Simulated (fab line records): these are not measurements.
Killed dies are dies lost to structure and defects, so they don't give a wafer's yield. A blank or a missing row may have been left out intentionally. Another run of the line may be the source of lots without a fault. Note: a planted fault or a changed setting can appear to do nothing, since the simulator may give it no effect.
Struck lot and sound lot, side by side -- flow n5 finfet -- 39 out of 1938 route steps
Sound: these wafers, L996.1, L996.4, L996.5. Struck: wafers L105.1, L105.2, L105.4. The cause comes at the end.
Order at every step that has rows: each side's tool, ch and its chambers, its first start. Under that, the readings that differ: sound wafers -- struck wafers -- difference of the means -- sigmas: that difference in standard deviations of wafers without a fault.
alike: readings whose means differ by less than 2 such deviations, and words and numbers that are the same on both sides. not compared: withheld readings, readings that some wafer has no value for, bounds like >300 that may hide the same value, and numbers for which the record gives no deviation and whose values overlap.
A row with sigmas, a row that says differs or no value, or rows on one side alone: a step with any of these is where the two part. Non-overlapping numbers with no deviation appear without sigmas and do not part them. A reading that every wafer of one side lacks parts them only if that side has two wafers or more.

first, 9 steps without rows for these wafers: N5_FIN_SAQP_DEVELOP_15 (develop time 30 s); N5_FIN_SAQP_DESCUM_21 (chemistry O2, time 7.9 s); N5_FIN_SAQP_ETCH_51 (etches SiARC in CF4, target depth 45.5 nm, time 75.8 s); N5_FIN_SAQP_ETCH_52 (etches SOC in N2/H2, target depth 100 nm, overetch 20 nm, time 150 s); N5_FIN_SAQP_STRIP_53 (strips in N2/H2); N5_FIN_SAQP_HM_OPEN_73 (chemistry CHF3/O2, target SiO2, stops on a-Si, target depth 12 nm, time 16.8 s); N5_FIN_SAQP_STRIP_74 (strips in CHF3/O2); N5_FIN_SAQP_MANDREL_ETCH_22 (etches a-Si in HBr/Cl2, stops on SiNx, target depth 60 nm, bt time 10 s, time 30 s); N5_FIN_SAQP_STRIP_55 (strips in N2/H2).
N5_FIN_SAQP_STRIP_23: strips in SPM, time 750 s.
  sound on wet bench-03 ch 0,2,5, day 5 00:38; struck on wet bench-03 ch 0,3,5, day 7 06:16
  alike: bath heat duty pct, temp c
then, 25 steps without rows for these wafers: N5_FIN_SAQP_SRD_66 (time 30 s); N5_FIN_SAQP_RECESS_75 (chemistry HF/NH3, target SiO2, target depth 14.4 nm, afs cycles 3, sublimation time 60 s); N5_FIN_SAQP_SPACER1_ALD_24 (deposits SiO2, target thk 20.3 nm, pulse time 1 s, purge time 2 s); N5_FIN_SAQP_SPACER1_ETCHBACK_25 (etches SiO2 in CHF3/O2, target depth 24.4 nm, time 12.2 s); N5_FIN_SAQP_MANDREL1_REMOVE_56 (chemistry HBr/Cl2/O2, target a-Si, stops on SiNx, bt time 10 s); N5_FIN_SAQP_ETCH_57 (etches SiNx in CH3F/O2, target depth 32.5 nm, time 46.4 s); N5_FIN_SAQP_ETCH_65 (etches SiO2 in CF4, target depth 4 nm, time 4.4 s); N5_FIN_SAQP_MANDREL_ETCH_58 (etches a-Si in HBr/Cl2, stops on SiNx, target depth 45 nm, bt time 10 s, time 27 s); N5_FIN_SAQP_RECESS_63 (chemistry HF/NH3, target SiO2, target depth 18 nm, afs cycles 3, sublimation time 60 s); N5_FIN_SAQP_COAT_68 (time 60 s, resist thk 100 nm); N5_FIN_SAQP_ETCH_69 (etches SOC in N2/H2, stops on SiNx, target depth 150 nm); N5_FIN_SAQP_ETCH_67 (etches SiNx in CH3F/O2, target depth 30 nm); N5_FIN_SAQP_STRIP_70 (strips in N2/H2); N5_FIN_SAQP_RECESS_71 (chemistry HF/NH3, target SiO2, target depth 3 nm, afs cycles 1, sublimation time 60 s); N5_FIN_SAQP_SPACER2_ALD_28 (deposits SiO2, target thk 8.1 nm, pulse time 1 s, purge time 2 s); N5_FIN_SAQP_SPACER2_ETCHBACK_29 (etches SiO2 in CHF3/O2, target depth 12.2 nm, time 6.1 s); N5_FIN_SAQP_MANDREL2_REMOVE_60 (chemistry HBr/Cl2/O2, target a-Si, stops on SiNx, bt time 10 s); N5_FIN_SAQP_HM_OPEN_33 (chemistry CH3F/O2, target SiNx, target depth 49.4 nm, time 70.6 s); N5_FIN_SAQP_ETCH_34 (etches SiO2 in C4F6/O2, target depth 45 nm, time 15 s); N5_FIN_SAQP_STRIP_77 (strips in N2/H2, time 90 s); N5_FIN_SAQP_ETCH_64 (etches SiO2 in CF4, target depth 1.5 nm); N5_FIN_SAQP_FIN_ETCH_36 (etches the open film in HBr/Cl2/O2, target depth 120 nm, time 50.4 s); N5_FIN_SAQP_PRECLEAN_38 (cleans in O3/DIW, time 45 s); N5_FIN_SAQP_PRECLEAN_45 (cleans in dHF, time 10 s); N5_FIN_SAQP_SRD_39 (time 30 s).
N5_FIN_SAQP_INSPECT_40: inspects for defects (brightfield).
  sound: defect inspect-02 at day 5 06:22; struck: defect inspect-02 at day 7 10:53
reading,sound,struck,difference,sigmas
raw defect count,190 170 210,451 422 489,+264,+4
N5_FIN_CUT_INSPECT_10: inspects for defects (brightfield).
  sound: defect inspect-01 at day 5 06:45; struck: defect inspect-01 at day 7 11:17
reading,sound,struck,difference,sigmas
raw defect count,38 32 41,329 333 331,+294,+29
-- the record jumps here: 6 days lie between the struck wafers' starts before and after (it left off in module FIN_CUT and takes up again in module BEOL_M4, whose first step shown is number 1111 of the route) --
N5_BEOL_M4_RC_MEAS_101:
  sound on prober-01 ch 0, day 11 16:16; struck on prober-01 ch 0, day 13 20:00
  alike: DIBL_N, DIBL_P, IOFF_N, IOFF_P, ION_N, ION_P, SS_N, SS_P, VT_N, VT_P
-- the record jumps here: 4 days lie between the struck wafers' starts before and after (it left off in module BEOL_M4 and takes up again in module PASSIVATION, whose first step shown is number 1936 of the route) --
N5_PASSIVATION_PROBE_49:
  the record has rows for the struck wafers here (prober-02, day 17 18:07) and none for the sound ones

## WHERE THEY PART
At N5_FIN_SAQP_INSPECT_40 first; at N5_PASSIVATION_PROBE_49 last (within this record only).

WHY: what the simulator had put in
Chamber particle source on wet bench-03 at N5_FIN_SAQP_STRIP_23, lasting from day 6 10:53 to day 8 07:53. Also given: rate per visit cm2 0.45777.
